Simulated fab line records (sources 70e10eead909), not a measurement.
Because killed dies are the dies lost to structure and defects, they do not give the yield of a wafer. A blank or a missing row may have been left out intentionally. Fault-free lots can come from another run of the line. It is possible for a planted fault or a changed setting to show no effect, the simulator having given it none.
fab line records	flow nand_harc
record: lots: 12	wafers: 36	last_day: 33
route steps=1302 shown P_GATE@144 END@1302
lots with no fault: from the same line, run without faults
start_h: hours from the record's opening day to when the first of the lot's shown wafers began	wait_h: how many hours have passed since the lot's step before this one	" same as the row above	L1.1+2: several wafers, shown together as one row	- either no value or no given start	* or withheld: withheld	< > ~ a bound
route shown NAME@n: names a module that has steps shown in the file, with the first one's number in the route	usual: average and standard deviation across the fault-free wafers	same: alike in all rows	chamber/n: place in a boat	sites: the reading at each site	_std_site: standard deviation of those values	_edge_site: outer sites' mean less inner sites'	radius_mm: how far each site lies from the wafer's centre	mask NAME#n: copy n	behind: tool/chamber where the wafer was last shaped	hold: the reason the lot was held/the length of the hold in hours/how it ended	device: which transistor (n, p or np) failed to switch	end of line: the route-end tests of the same wafers	where a step has no rows: the recipe by itself	killed: not the wafer's yield, but the dies lost to structure and defects at the first sort	map: per-die view of a wafer (x killed, . not killed, _ where there is no die)
set.NAME: the setting as run; set.NAME@STEP: as run at that earlier step	model.NAME: the simulator's own value behind a step, which no gauge read
a sample of lots followed through the steps of the route, with each step as a table and each wafer as a row
services: the hour from which a tool's chamber was out of use, counted from the record's first day as start_h (under 0 if before that day), plus the number of hours and why
== steps ==
step: NHARC_P_GATE_DESCUM_31
recipe: time_s: 3	o2_flow_sccm: 200	ar_flow_sccm: 0	bias_power_w: 0	chemistry: O2
usual: drypump_motor_current_A: 5.7/0.44	oes_product_au: 1.001/0.014	rf_vpp_V: 57.9/0.86	showerhead_plenum_p_Torr: 1.98/0.075	throttle_valve_pct: 11.312/0.0088
same: bias_power_w: 0
lot.wafer	tool	chamber	start_h	wait_h	drypump_motor_current_A	oes_product_au	rf_hours_counter_h	rf_vpp_V	showerhead_plenum_p_Torr	throttle_valve_pct
L365.3	rie_diel-09	0	91.47	0.1	5.7	1.021	7.5	58.0	2.07	11.310
L365.2	"	3	"	"	6.2	0.991	7.8	57.8	1.99	11.328
L365.6	"	0	"	"	5.7	1.023	-	59.4	2.07	11.310
L366.2	rie_diel-09	2	106.25	0.1	5.1	1.002	10.2	57.8	1.92	11.302
L366.6	"	1	"	"	5.4	0.990	-	59.0	2.04	11.316
L366.5	"	2	"	"	5.1	0.994	-	56.7	1.92	11.321
L367.4	rie_diel-05	3	114.73	0.1	6.3	1.015	2.9	56.7	1.88	11.316
L367.3	"	0	"	"	5.2	1.002	1.8	57.3	1.80	11.295
L367.1	"	1	"	"	6.3	0.991	2.7	58.0	1.93	11.295
L368.1	rie_diel-09	0	124.71	0.1	5.7	1.005	9.7	57.8	2.07	11.308
L368.3	"	1	"	"	5.4	0.990	10.1	57.7	2.04	11.310
L368.4	"	1	"	"	5.4	0.980	-	57.1	2.04	11.320
L373.1	rie_diel-10	0	181.62	0.1	5.5	1.013	1.7	58.2	2.06	11.313
L373.4	"	1	"	"	6.6	0.990	-	57.7	2.01	11.315
L373.6	"	3	"	"	5.6	1.018	-	59.5	1.94	11.318
L380.4	rie_diel-09	2	249.22	0.1	5.1	1.001	4.8	57.0	1.92	11.306
L380.6	"	0	"	"	5.7	1.008	-	56.4	2.06	11.314
L380.5	"	1	"	"	5.4	0.996	-	57.7	2.03	11.316
L381.1	rie_diel-09	0	256.91	0.1	5.7	1.009	4.9	57.1	2.06	11.318
L381.3	"	1	"	"	5.4	1.006	4.5	59.5	2.03	11.299
L381.6	"	1	"	"	5.4	0.993	-	58.5	2.03	11.299
L382.1	rie_diel-10	3	266.92	0.1	5.6	1.012	1.0	57.4	1.94	11.315
L382.4	"	1	"	"	6.6	0.978	0.6	57.4	2.01	11.309
L382.5	"	3	"	"	5.6	1.003	-	57.9	1.94	11.319
L384.4	rie_diel-05	1	293.26	0.1	6.3	0.976	3.6	56.9	1.93	11.316
L384.2	"	2	"	"	5.7	0.991	3.4	58.4	1.98	11.306
L384.5	"	1	"	"	6.3	0.968	-	59.1	1.93	11.320
L385.4	rie_diel-10	1	303.79	0.1	6.7	0.999	2.7	58.6	2.01	11.306
L385.5	"	2	"	"	5.6	1.024	-	59.1	2.04	11.301
L385.6	"	3	"	"	5.6	1.024	-	57.2	1.94	11.315
L386.4	rie_diel-05	0	306.17	0.1	5.2	1.015	3.9	57.7	1.80	11.320
L386.2	"	1	"	"	6.3	0.978	3.9	58.5	1.93	11.314
L386.3	"	2	"	"	5.7	0.996	3.7	56.4	1.98	11.292
L388.3	rie_diel-10	0	331.48	0.1	5.5	1.014	3.1	57.6	2.06	11.318
L388.4	"	1	"	"	6.6	1.014	3.5	58.1	2.01	11.310
L388.5	"	3	"	"	5.6	1.026	-	58.2	1.94	11.321
step: NHARC_P_GATE_ETCH_32
recipe: target_depth_a: 1500	over_etch_frac: 1	over_etch_ion_energy_ev: 40	time_s: 100.1	hbr_flow_sccm: 150	cl2_flow_sccm: 50	rf_w: 400	icp_w: 400	bias_w: 100	chemistry: HBr/Cl2
usual: bias_w: 99.98/0.26	drypump_motor_current_A: 5.7/0.38	oes_product_au: 0.998/0.016	throttle_valve_pct: 26.405/0.0094
lot.wafer	tool	chamber	start_h	wait_h	bias_w	drypump_motor_current_A	oes_product_au	rf_hours_counter_h	throttle_valve_pct
L365.3	rie_si-04	1	91.94	-	99.90	5.2	1.018	0.63	26.425
L365.2	"	0	"	"	99.79	4.9	0.994	0.59	26.406
L365.6	"	2	"	"	100.02	6.5	1.019	-	26.402
L366.2	rie_si-06	0	106.76	-	100.13	5.9	0.987	0.19	26.402
L366.6	"	0	"	"	100.16	5.9	0.988	-	26.399
L366.5	"	1	"	"	100.43	6.2	0.986	-	26.404
L367.4	rie_si-06	2	115.19	-	99.99	5.3	0.979	0.20	26.411
L367.1	"	3	"	"	100.04	5.5	1.018	0.20	26.408
L367.3	"	0	"	"	100.07	6.0	0.984	0.32	26.413
L368.3	rie_si-03	0	125.24	-	99.91	5.4	0.999	0.40	26.405
L368.1	"	2	"	"	99.81	5.7	0.987	0.41	26.417
L368.4	"	0	"	"	99.73	5.4	1.002	-	26.414
L373.4	rie_si-03	3	182.14	-	100.27	5.9	1.001	0.80	26.396
L373.1	"	0	"	"	100.10	5.4	0.982	0.75	26.403
L373.6	"	2	"	"	100.34	5.7	0.994	-	26.401
L380.4	rie_si-03	1	249.68	-	99.60	5.7	1.005	0.10	26.413
L380.6	"	0	"	"	99.71	5.5	0.991	-	26.407
L380.5	"	1	"	"	99.89	5.7	1.008	-	26.409
L381.3	rie_si-03	3	257.40	-	99.73	5.9	0.982	0.24	26.406
L381.1	"	0	"	"	99.65	5.4	0.991	0.28	26.407
L381.6	"	2	"	"	99.78	5.7	0.995	-	26.404
L382.1	rie_si-04	0	267.37	-	99.68	4.9	0.972	0.58	26.421
L382.4	"	2	"	"	99.26	6.5	1.001	0.51	26.388
L382.5	"	1	"	"	99.98	5.2	1.014	-	26.407
L384.4	rie_si-06	3	293.72	-	100.00	5.5	1.033	0.12	26.397
L384.2	"	0	"	"	100.10	5.9	0.978	0.10	26.405
L384.5	"	2	"	"	100.45	5.3	1.002	-	26.402
L385.4	rie_si-06	2	304.27	-	99.80	5.4	0.999	0.26	26.404
L385.5	"	3	"	"	99.89	5.5	1.013	-	26.419
L385.6	"	0	"	"	99.45	5.9	0.975	-	26.406
L386.4	rie_si-06	1	306.63	-	100.16	6.2	1.020	0.27	26.404
L386.3	"	2	"	"	99.67	5.3	1.002	0.30	26.402
L386.2	"	0	"	"	100.01	5.9	0.976	0.27	26.417
L388.4	rie_si-03	3	331.95	-	100.13	5.9	0.985	0.60	26.404
L388.3	"	1	"	"	99.76	5.7	1.013	0.64	26.406
L388.5	"	3	"	"	100.18	5.9	0.974	-	26.405
step: NHARC_P_GATE_STRIP_75
recipe: power_w: 1500	temp_c: 250	chemistry: O2
usual: drypump_motor_current_A: 5.52/0.16	heater_power_w: 328/12
lot.wafer	tool	chamber	start_h	wait_h	drypump_motor_current_A	heater_power_w	rf_hours_counter_h
L365.2	plasma_asher-01	1	106.13	0.2	5.43	332	26
L365.3	"	1	"	"	5.45	326	-
L365.6	"	0	"	"	5.76	336	-
L366.2	plasma_asher-02	1	118.89	0.3	5.39	308	7
L366.5	"	1	"	"	5.37	301	-
L366.6	"	0	"	"	5.54	328	-
L367.1	plasma_asher-01	0	127.24	0.3	5.78	331	30
L367.4	"	0	"	"	5.85	339	-
L367.3	"	1	"	"	5.45	327	-
L368.1	plasma_asher-01	0	137.35	0.3	5.86	338	32
L368.4	"	0	"	"	5.82	339	-
L368.3	"	1	"	"	5.45	317	-
L373.1	plasma_asher-02	0	196.43	0.2	5.55	330	22
L373.4	"	0	"	"	5.56	329	-
L373.6	"	1	"	"	5.37	299	-
L380.4	plasma_asher-01	0	261.85	0.1	5.81	335	-
L380.5	"	1	"	"	5.43	317	-
L380.6	"	0	"	"	5.81	330	-
L381.1	plasma_asher-01	0	269.63	0.3	5.83	335	22
L381.3	"	0	"	"	5.82	329	-
L381.6	"	1	"	"	5.47	328	-
L382.1	plasma_asher-02	1	279.46	0.2	5.34	337	6
L382.4	"	0	"	"	5.52	330	-
L382.5	"	1	"	"	5.36	332	-
L384.2	plasma_asher-01	0	305.93	0.2	5.81	337	28
L384.4	"	1	"	"	5.43	321	-
L384.5	"	1	"	"	5.44	325	-
L385.4	plasma_asher-02	0	316.26	0.1	5.61	338	-
L385.6	"	1	"	"	5.37	341	-
L385.5	"	0	"	"	5.59	344	-
L386.2	plasma_asher-02	0	318.81	0.3	5.56	342	13
L386.3	"	0	"	"	5.57	345	-
L386.4	"	1	"	"	5.35	332	-
L388.3	plasma_asher-02	0	344.19	0.2	5.55	344	-
L388.4	"	1	"	"	5.36	345	-
L388.5	"	1	"	"	5.36	328	-
step: NHARC_P_GATE_EXPOSE_56
recipe: na: 0.6	target_cd_nm: 720	dose_mj: 14.81	mask_id: P_PSD
usual: stage_vel_mm_s: 500.02/0.23
lot.wafer	tool	chamber	start_h	wait_h	mask	stage_vel_mm_s
L365.2	krf_scanner-01	0	106.90	-	P_PSD#0	499.89
L365.3	"	0	"	"	P_PSD#0	499.89
L365.6	"	0	"	"	P_PSD#0	499.94
L366.2	krf_scanner-04	0	119.67	-	P_PSD#0	500.27
L366.5	"	0	"	"	P_PSD#0	499.72
L366.6	"	0	"	"	P_PSD#0	499.92
L367.1	krf_scanner-01	0	128.02	-	P_PSD#0	499.67
L367.3	"	0	"	"	P_PSD#0	500.34
L367.4	"	0	"	"	P_PSD#0	500.01
L368.1	krf_scanner-01	0	138.00	-	P_PSD#0	499.78
L368.3	"	0	"	"	P_PSD#0	499.76
L368.4	"	0	"	"	P_PSD#0	499.86
L373.1	krf_scanner-03	0	197.19	-	P_PSD_R1#0	499.96
L373.4	"	0	"	"	P_PSD_R1#0	499.93
L373.6	"	0	"	"	P_PSD_R1#0	500.22
L380.4	krf_scanner-04	0	262.53	-	P_PSD#0	500.08
L380.5	"	0	"	"	P_PSD#0	500.20
L380.6	"	0	"	"	P_PSD#0	500.27
L381.1	krf_scanner-03	0	270.40	-	P_PSD#0	499.99
L381.3	"	0	"	"	P_PSD#0	500.02
L381.6	"	0	"	"	P_PSD#0	500.22
L382.1	krf_scanner-03	0	280.10	-	P_PSD#0	500.21
L382.4	"	0	"	"	P_PSD#0	500.01
L382.5	"	0	"	"	P_PSD#0	500.09
L384.2	krf_scanner-04	0	306.56	-	P_PSD#0	500.42
L384.4	"	0	"	"	P_PSD#0	500.44
L384.5	"	0	"	"	P_PSD#0	500.36
L385.4	krf_scanner-03	0	317.02	-	P_PSD#0	500.05
L385.5	"	0	"	"	P_PSD#0	499.97
L385.6	"	0	"	"	P_PSD#0	499.73
L386.2	krf_scanner-03	0	319.46	-	P_PSD#0	500.02
L386.3	"	0	"	"	P_PSD#0	500.12
L386.4	"	0	"	"	P_PSD#0	499.90
L388.3	krf_scanner-04	0	344.83	-	P_PSD#0	500.10
L388.4	"	0	"	"	P_PSD#0	500.05
L388.5	"	0	"	"	P_PSD#0	500.35
step: NHARC_END_SORT_01
recipe: temp_c: 25
usual: killed_at_array: 59/21	killed_at_other: 0.8/1.1	killed_at_periphery: 4.1/2.8	killed_dies: 64/20	killed_open: 3.1/1.7	killed_short: 2.4/1.6
same: gross_dies: 677
lot.wafer	tool	chamber	start_h	wait_h	killed_at_array	killed_at_other	killed_at_periphery	killed_dies	killed_open	killed_short
L365.2	prober-02	0	562.17	2.8	56	3	2	61	3	4
L365.3	prober-02	0	562.96	3.1	49	5	5	59	3	3
L365.6	prober-02	0	565.31	3.9	42	2	1	45	0	0
L366.2	prober-01	0	562.19	2.8	73	0	3	76	2	0
L366.5	prober-01	0	564.58	3.7	74	0	3	77	5	2
L366.6	prober-01	0	565.37	4.0	70	0	6	76	1	4
L367.1	prober-01	0	594.55	2.5	39	0	1	40	2	1
L367.3	prober-01	0	596.14	3.1	36	0	2	38	2	3
L367.4	prober-01	0	596.93	3.4	50	0	4	54	4	2
L368.1	prober-01	0	602.33	2.5	66	4	1	71	2	2
L368.3	prober-01	0	603.93	3.1	72	2	0	74	2	3
L368.4	prober-01	0	604.73	3.4	78	1	0	79	3	2
L373.1	prober-01	0	640.27	2.5	44	0	6	50	2	3
L373.4	prober-01	0	642.63	3.4	59	0	5	64	2	4
L373.6	prober-01	0	644.20	3.9	35	1	5	41	2	1
L380.4	prober-01	0	706.43	3.4	24	0	6	30	4	4
L380.5	prober-01	0	707.22	3.7	36	0	5	41	1	5
L380.6	prober-01	0	708.01	4.0	32	0	5	37	3	0
L381.1	prober-02	0	721.62	2.5	72	0	9	81	2	0
L381.3	prober-02	0	723.22	3.1	93	0	4	97	1	0
L381.6	prober-02	0	725.62	4.0	99	1	7	107	2	3
L382.1	prober-02	0	743.46	2.5	43	1	5	49	4	2
L382.4	prober-02	0	745.85	3.4	53	0	4	57	4	4
L382.5	prober-02	0	746.64	3.7	58	0	7	65	6	4
L384.2	prober-01	0	762.11	2.8	73	0	4	77	4	2
L384.4	prober-01	0	763.70	3.4	94	1	0	95	2	4
L384.5	prober-01	0	764.49	3.7	70	1	0	71	3	1
L386.2	prober-02	0	766.02	2.8	29	0	4	33	6	5
L386.3	prober-02	0	766.83	3.1	42	1	2	45	5	2
L386.4	prober-02	0	767.63	3.4	29	0	2	31	3	1
L385.4	prober-01	0	773.63	3.5	70	4	0	74	1	0
L385.5	prober-01	0	774.45	3.8	76	0	2	78	1	0
L385.6	prober-01	0	775.27	4.1	75	1	5	81	6	1
L388.3	prober-01	0	794.40	3.1	75	0	3	78	5	1
L388.4	prober-01	0	795.21	3.4	68	0	0	68	3	1
L388.5	prober-01	0	796.01	3.7	65	1	3	69	2	2
killed by level:class
L365.2 A_CHANNEL_HOLE_D2:chamber_film_flake=39 A_STAIRCASE:chamber_film_flake=5 THIN_TSV:chamber_film_flake=3 A_WL_FILL:chamber_film_flake=2 A_SOURCE_PLATE:geometric_particle:short=1 A_CHANNEL_FILL_D1:geometric_particle:short=1 A_CHANNEL_HOLE_D2:geometric_particle:short=1 A_CHANNEL_FILL_D2:geometric_particle:short=1
L366.2 A_CHANNEL_HOLE_D1:chamber_film_flake=35 A_SLIT:chamber_film_flake=25 A_STAIRCASE:chamber_film_flake=5 A_CHANNEL_HOLE_D2:chamber_film_flake=3 A_CONTACT:chamber_film_flake=3 P_CONTACT:geometric_particle:open=1 A_ONON_D2:geometric_particle:open=1 P_STI:chamber_film_flake=1
L365.3 A_CHANNEL_HOLE_D2:chamber_film_flake=31 A_STAIRCASE:chamber_film_flake=7 THIN_TSV:chamber_film_flake=5 P_GATE:chamber_film_flake=2 A_CHANNEL_FILL_D1:chamber_film_flake=2 A_CONTACT:chamber_film_flake=2 P_CONTACT:geometric_particle:open=1 P_M0:geometric_particle:open=1
L366.5 A_SLIT:chamber_film_flake=27 A_CHANNEL_HOLE_D1:chamber_film_flake=23 A_CHANNEL_HOLE_D2:chamber_film_flake=7 A_STAIRCASE:chamber_film_flake=5 A_WL_FILL:geometric_particle:open=2 A_WL_FILL:chamber_film_flake=2 A_CONTACT:chamber_film_flake=2 A_CHANNEL_HOLE_D1:geometric_particle:short=1
L365.6 A_CHANNEL_HOLE_D2:chamber_film_flake=34 A_STAIRCASE:chamber_film_flake=3 A_WL_FILL:chamber_film_flake=2 A_CHANNEL_HOLE_D1:chamber_film_flake=2 THIN_TSV:chamber_film_flake=2 P_M2:chamber_film_flake=1 A_CONTACT:chamber_film_flake=1
L366.6 A_CHANNEL_HOLE_D1:chamber_film_flake=30 A_SLIT:chamber_film_flake=23 A_CHANNEL_HOLE_D2:chamber_film_flake=8 A_WL_FILL:chamber_film_flake=3 P_BONDPAD:chamber_film_flake=2 A_STAIRCASE:chamber_film_flake=2 P_CONTACT:geometric_particle:open=1 P_M2:geometric_particle:short=1
L367.1 A_CHANNEL_HOLE_D2:chamber_film_flake=28 A_CONTACT:chamber_film_flake=5 A_CHANNEL_HOLE_D1:chamber_film_flake=2 A_ONON_D1:geometric_particle:open=1 A_DECK1_JOINT:geometric_particle:short=1 A_M0:geometric_particle:open=1 P_BONDPAD:chamber_film_flake=1 A_BLC:chamber_film_flake=1
L367.3 A_CHANNEL_HOLE_D2:chamber_film_flake=24 A_CONTACT:chamber_film_flake=4 P_BONDPAD:chamber_film_flake=2 A_CHANNEL_HOLE_D1:chamber_film_flake=2 A_DECK1_JOINT:geometric_particle:short=1 A_ONON_D2:geometric_particle:open=1 A_SGD_CUT:geometric_particle:short=1 A_M0:geometric_particle:open=1
L367.4 A_CHANNEL_HOLE_D2:chamber_film_flake=35 P_BONDPAD:chamber_film_flake=4 A_CONTACT:chamber_film_flake=4 A_M0:geometric_particle:open=2 A_STAIRCASE:chamber_film_flake=2 A_ONON_D1:geometric_particle:open=1 A_ONON_D1:geometric_particle:short=1 A_DECK1_JOINT:geometric_particle:short=1
L368.1 A_CHANNEL_HOLE_D1:chamber_film_flake=26 A_SLIT:chamber_film_flake=21 A_CHANNEL_HOLE_D2:chamber_film_flake=8 THIN_TSV:chamber_film_flake=4 A_CONTACT:chamber_film_flake=3 A_CHANNEL_FILL_D2:geometric_particle:open=2 A_WL_FILL:chamber_film_flake=2 A_CHANNEL_FILL_D1:geometric_particle:short=1
L368.3 A_CHANNEL_HOLE_D1:chamber_film_flake=26 A_SLIT:chamber_film_flake=26 A_CHANNEL_HOLE_D2:chamber_film_flake=8 A_STAIRCASE:chamber_film_flake=4 A_CONTACT:chamber_film_flake=2 THIN_TSV:chamber_film_flake=2 A_CHANNEL_FILL_D1:geometric_particle:short=1 A_ONON_D2:geometric_particle:open=1
L368.4 A_CHANNEL_HOLE_D1:chamber_film_flake=36 A_SLIT:chamber_film_flake=26 A_CHANNEL_HOLE_D2:chamber_film_flake=4 A_SGD_CUT:chamber_film_flake=3 A_CONTACT:chamber_film_flake=2 A_ONON_D1:geometric_particle:open=1 A_CHANNEL_FILL_D1:geometric_particle:short=1 A_CHANNEL_HOLE_D2:geometric_particle:short=1
L373.1 A_CHANNEL_HOLE_D2:chamber_film_flake=23 A_CONTACT:chamber_film_flake=6 A_CHANNEL_HOLE_D1:chamber_film_flake=4 P_ZERO_WELL:chamber_film_flake=3 A_STAIRCASE:chamber_film_flake=3 A_M0:chamber_film_flake=2 P_M2:geometric_particle:open=1 A_ONON_D2:geometric_particle:short=1
L373.4 A_CHANNEL_HOLE_D2:chamber_film_flake=33 A_STAIRCASE:chamber_film_flake=6 A_CHANNEL_HOLE_D1:chamber_film_flake=4 A_DECK1_JOINT:chamber_film_flake=4 P_ZERO_WELL:chamber_film_flake=2 P_STI:chamber_film_flake=2 A_CHANNEL_FILL_D1:chamber_film_flake=2 A_CONTACT:chamber_film_flake=2
L373.6 A_CHANNEL_HOLE_D2:chamber_film_flake=20 A_CHANNEL_HOLE_D1:chamber_film_flake=7 A_STAIRCASE:chamber_film_flake=4 P_ZERO_WELL:chamber_film_flake=3 A_CONTACT:chamber_film_flake=2 P_CONTACT:geometric_particle:open=1 A_CHANNEL_FILL_D2:geometric_particle:short=1 A_BLC:geometric_particle:open=1
L380.4 A_CHANNEL_HOLE_D1:chamber_film_flake=6 A_CONTACT:chamber_film_flake=6 A_SLIT:chamber_film_flake=4 A_M1:chamber_film_flake=2 P_GATE:geometric_particle:short=1 P_GATE:geometric_particle:open=1 P_CONTACT:geometric_particle:open=1 P_M0:geometric_particle:open=1
L380.5 A_CHANNEL_HOLE_D1:chamber_film_flake=11 A_CONTACT:chamber_film_flake=7 A_DECK1_JOINT:chamber_film_flake=4 A_M1:chamber_film_flake=4 A_DECK1_JOINT:geometric_particle:short=2 P_GATE:chamber_film_flake=2 A_SGD_CUT:chamber_film_flake=2 A_SLIT:chamber_film_flake=2
L380.6 A_CHANNEL_HOLE_D1:chamber_film_flake=12 A_CONTACT:chamber_film_flake=6 A_SLIT:chamber_film_flake=5 A_STAIRCASE:chamber_film_flake=3 P_M1:chamber_film_flake=2 A_DECK1_JOINT:chamber_film_flake=2 P_CONTACT:geometric_particle:open=1 A_BLC:geometric_particle:open=1
L381.1 A_CHANNEL_HOLE_D1:chamber_film_flake=37 A_SLIT:chamber_film_flake=20 A_CHANNEL_HOLE_D2:chamber_film_flake=10 P_M2:chamber_film_flake=5 P_GATE:chamber_film_flake=2 A_WL_FILL:chamber_film_flake=2 P_CONTACT:geometric_particle:open=1 A_CONTACT:geometric_particle:open=1
L381.3 A_SLIT:chamber_film_flake=32 A_CHANNEL_HOLE_D1:chamber_film_flake=31 A_CHANNEL_HOLE_D2:chamber_film_flake=20 A_STAIRCASE:chamber_film_flake=4 P_M2:chamber_film_flake=3 A_WL_FILL:chamber_film_flake=2 A_CONTACT:chamber_film_flake=2 A_WL_FILL:geometric_particle:open=1
L381.6 A_CHANNEL_HOLE_D1:chamber_film_flake=37 A_SLIT:chamber_film_flake=32 A_CHANNEL_HOLE_D2:chamber_film_flake=18 A_STAIRCASE:chamber_film_flake=4 A_WL_FILL:chamber_film_flake=3 A_CONTACT:chamber_film_flake=3 P_GATE:chamber_film_flake=2 P_M2:chamber_film_flake=2
L382.1 A_SLIT:chamber_film_flake=24 A_CHANNEL_HOLE_D1:chamber_film_flake=13 P_GATE:chamber_film_flake=3 A_CHANNEL_FILL_D2:geometric_particle:open=2 P_M0:geometric_particle:open=1 P_M0:geometric_particle:short=1 A_CHANNEL_HOLE_D1:geometric_particle:open=1 A_WL_FILL:geometric_particle:short=1
L382.4 A_SLIT:chamber_film_flake=32 A_CHANNEL_HOLE_D1:chamber_film_flake=10 P_M2:chamber_film_flake=2 A_CONTACT:chamber_film_flake=2 P_CONTACT:geometric_particle:short=1 P_M0:geometric_particle:open=1 A_ONON_D1:geometric_particle:short=1 A_CHANNEL_FILL_D1:geometric_particle:short=1
L382.5 A_SLIT:chamber_film_flake=34 A_CHANNEL_HOLE_D1:chamber_film_flake=6 A_CONTACT:chamber_film_flake=5 P_M2:chamber_film_flake=4 A_M0:geometric_particle:open=2 A_CHANNEL_FILL_D1:chamber_film_flake=2 A_STAIRCASE:chamber_film_flake=2 P_M0:geometric_particle:open=1
L384.2 A_SLIT:chamber_film_flake=35 A_CHANNEL_HOLE_D1:chamber_film_flake=26 P_GATE:chamber_film_flake=4 A_CONTACT:chamber_film_flake=4 A_M0:geometric_particle:open=2 A_ONON_D1:geometric_particle:open=1 A_CHANNEL_HOLE_D1:geometric_particle:open=1 A_CHANNEL_HOLE_D2:geometric_particle:short=1
L384.4 A_CHANNEL_HOLE_D1:chamber_film_flake=40 A_SLIT:chamber_film_flake=36 A_STAIRCASE:chamber_film_flake=7 A_CONTACT:chamber_film_flake=4 A_CHANNEL_FILL_D1:geometric_particle:short=2 A_DECK1_JOINT:geometric_particle:short=2 A_ONON_D1:geometric_particle:open=1 A_CHANNEL_FILL_D1:geometric_particle:open=1
L384.5 A_SLIT:chamber_film_flake=26 A_CHANNEL_HOLE_D1:chamber_film_flake=24 A_CONTACT:chamber_film_flake=9 A_STAIRCASE:chamber_film_flake=5 A_CONTACT:geometric_particle:open=2 A_CHANNEL_HOLE_D2:geometric_particle:short=1 A_CHANNEL_FILL_D2:geometric_particle:open=1 A_ZERO_WELL:chamber_film_flake=1
L386.2 A_CHANNEL_HOLE_D1:chamber_film_flake=11 A_SLIT:chamber_film_flake=4 A_BLC:geometric_particle:open=3 P_ZERO_WELL:chamber_film_flake=2 A_CONTACT:chamber_film_flake=2 P_M0:geometric_particle:short=1 P_M2:geometric_particle:open=1 A_SOURCE_PLATE:geometric_particle:open=1
L386.3 A_CHANNEL_HOLE_D1:chamber_film_flake=19 A_CHANNEL_HOLE_D2:chamber_film_flake=4 A_SLIT:chamber_film_flake=4 A_WL_FILL:chamber_film_flake=3 A_CONTACT:chamber_film_flake=3 A_SOURCE_PLATE:geometric_particle:open=1 A_CHANNEL_FILL_D1:geometric_particle:open=1 A_DECK1_JOINT:geometric_particle:short=1
L386.4 A_CHANNEL_HOLE_D1:chamber_film_flake=11 A_SLIT:chamber_film_flake=9 A_CONTACT:chamber_film_flake=3 A_CHANNEL_FILL_D1:chamber_film_flake=2 A_ONON_D1:geometric_particle:open=1 A_CHANNEL_FILL_D1:geometric_particle:open=1 A_SGD_CUT:geometric_particle:short=1 A_WL_FILL:geometric_particle:open=1
L385.4 A_CHANNEL_HOLE_D2:chamber_film_flake=27 A_SLIT:chamber_film_flake=27 A_CHANNEL_HOLE_D1:chamber_film_flake=10 THIN_TSV:chamber_film_flake=4 A_CONTACT:chamber_film_flake=3 A_M1:geometric_particle:open=1 A_STAIRCASE:chamber_film_flake=1 A_WL_FILL:chamber_film_flake=1
L385.5 A_CHANNEL_HOLE_D2:chamber_film_flake=35 A_SLIT:chamber_film_flake=25 A_CHANNEL_HOLE_D1:chamber_film_flake=13 A_WL_FILL:geometric_particle:open=1 P_GATE:chamber_film_flake=1 P_BONDPAD:chamber_film_flake=1 A_STAIRCASE:chamber_film_flake=1 A_WL_FILL:chamber_film_flake=1
L385.6 A_CHANNEL_HOLE_D2:chamber_film_flake=30 A_SLIT:chamber_film_flake=29 A_CHANNEL_HOLE_D1:chamber_film_flake=6 A_CONTACT:chamber_film_flake=3 A_ONON_D1:geometric_particle:open=2 P_STI:chamber_film_flake=2 P_STI:geometric_particle:open=1 P_GATE:geometric_particle:open=1
L388.3 A_CHANNEL_HOLE_D2:chamber_film_flake=24 A_CHANNEL_HOLE_D1:chamber_film_flake=21 A_CONTACT:chamber_film_flake=13 A_SLIT:chamber_film_flake=10 P_GATE:geometric_particle:open=2 P_CONTACT:geometric_particle:open=1 A_ONON_D2:geometric_particle:short=1 A_ONON_D2:geometric_particle:open=1
L388.4 A_CHANNEL_HOLE_D2:chamber_film_flake=30 A_CHANNEL_HOLE_D1:chamber_film_flake=11 A_CONTACT:chamber_film_flake=11 A_SLIT:chamber_film_flake=8 A_CHANNEL_FILL_D2:geometric_particle:open=2 A_WL_FILL:chamber_film_flake=2 A_DECK1_JOINT:geometric_particle:short=1 A_ONON_D2:geometric_particle:open=1
L388.5 A_CHANNEL_HOLE_D2:chamber_film_flake=20 A_CONTACT:chamber_film_flake=15 A_CHANNEL_HOLE_D1:chamber_film_flake=13 A_SLIT:chamber_film_flake=12 P_STI:geometric_particle:short=1 A_ONON_D1:geometric_particle:short=1 A_DECK1_JOINT:geometric_particle:open=1 A_M1:geometric_particle:open=1
== services ==
tool	chamber	start_h	hours	kind
rie_si-06	-	72.00	9.0	pm
plasma_asher-02	-	72.18	9.0	pm
rie_si-03	1	105.10	13.1	repair
rie_diel-09	3	106.03	1.6	repair
rie_si-03	1	121.30	4.7	repair
rie_diel-09	2	123.01	3.2	repair
krf_scanner-03	-	141.15	0.9	repair
rie_diel-09	-	143.10	9.0	pm
rie_si-06	-	147.17	3.3	repair
rie_si-06	1	161.55	5.7	repair
plasma_asher-01	-	165.03	9.0	pm
rie_si-03	-	186.03	0.1	repair
rie_si-03	-	221.00	9.0	pm
krf_scanner-03	-	224.03	4.0	pm
rie_diel-09	2	224.17	4.9	repair
plasma_asher-02	-	245.49	1.5	repair
rie_si-06	-	249.00	9.0	pm
plasma_asher-02	-	249.18	9.0	pm
rie_diel-09	0	252.10	3.7	repair
rie_si-03	1	260.97	0.9	repair
rie_diel-09	0	283.24	9.7	repair
rie_si-03	1	317.54	4.6	repair
rie_diel-09	-	320.10	9.0	pm
plasma_asher-01	-	342.18	9.0	pm
== key ==
first_sign: step: NHARC_P_GATE_EXPOSE_56	reading: mask	direction: changed
effect none on later readings
met_at NHARC_P_GATE_EXPOSE_56
struck_lots L373
tester_left_out L373
not_acting_at NHARC_P_GATE_DESCUM_31,NHARC_P_GATE_ETCH_32,NHARC_P_GATE_STRIP_75
fault: kind: wrong_mask	tool: any	chamber: -	onset_h: 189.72	steps: NHARC_P_GATE_EXPOSE_56	aux_copy: P_PSD_R1#0	cd_offset_nm: -3.3015	scope: struck_lots_only
tester_left_out: of these lots the tester's yield and bins aren't shown, on N5 and GAA mostly nor the transistor test; their killed dies are dies lost to structure and defects alone, not to doping, threshold or leakage, so they don't give the yield
